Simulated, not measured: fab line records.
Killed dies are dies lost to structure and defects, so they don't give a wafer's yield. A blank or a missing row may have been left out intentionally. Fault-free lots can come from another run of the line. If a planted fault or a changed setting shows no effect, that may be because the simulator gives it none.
Which tool is to blame? -- flow nandHarc -- 21 wafers from 7 lots sampled at 2 of the route's 1302 steps

== WHAT THE GAUGES SHOWED, per wafer ==
NHARC_A_M1_CD_MEAS_16.
lot,measured,on,cdNm (nm)
L309,day 23 15:53,cdSem-02,119.9 120.4 120.7
L312,day 25 05:43,cdSem-01,119.6 120.3 119.1
L316,day 26 03:09,cdSem-01,120.0 120.0 120.2
L322,day 28 18:15,cdSem-02,119.2 119.3 119.2
L324,day 30 03:31,cdSem-01,121.0 120.4 120.4
L328,day 31 11:21,cdSem-02,120.1 119.8 120.3
L330,day 32 14:49,cdSem-02,119.0 119.9 117.9

== TOOL THAT RAN EACH LOT (tool first, then ch and the chambers of the sampled wafers, then the start) ==
lot,NHARC_A_M0_PVD_21
L309,"pvdSputter-02, day 23 15:53 or earlier"
L312,"pvdSputter-02, day 25 05:43 or earlier"
L316,"pvdSputter-01, day 26 03:09 or earlier"
L322,"pvdSputter-01, day 28 18:15 or earlier"
L324,"pvdSputter-01, day 30 03:31 or earlier"
L328,"pvdSputter-03, day 31 11:21 or earlier"
L330,"pvdSputter-03, day 32 14:49 or earlier"
- NHARC_A_M0_PVD_21: deposits Cu, target thk 30 nm, time 20.49 s.

== THE ANSWER, worked out from the rows above alone ==
Rule: the usual values come from the lots themselves. The widest of any qualifying gaps counts: lots, ordered by their means at a reading, are off when they make up no more than a third of the lots, leave a main group of 4 or more, and stand apart from it by 3 or more times the standard deviation of that group's means. A main group is skipped when, at the precision printed for the reading in the tables above, its means are all equal. Also off: a lot with no number at a reading for which 4 or more lots have one. Where the step has rows for the other lots, those lots are counted as sound.
Across all readings shown, no lot is off: no conclusion can be drawn from this.

== WHAT THE SIMULATOR HAD PUT IN ==
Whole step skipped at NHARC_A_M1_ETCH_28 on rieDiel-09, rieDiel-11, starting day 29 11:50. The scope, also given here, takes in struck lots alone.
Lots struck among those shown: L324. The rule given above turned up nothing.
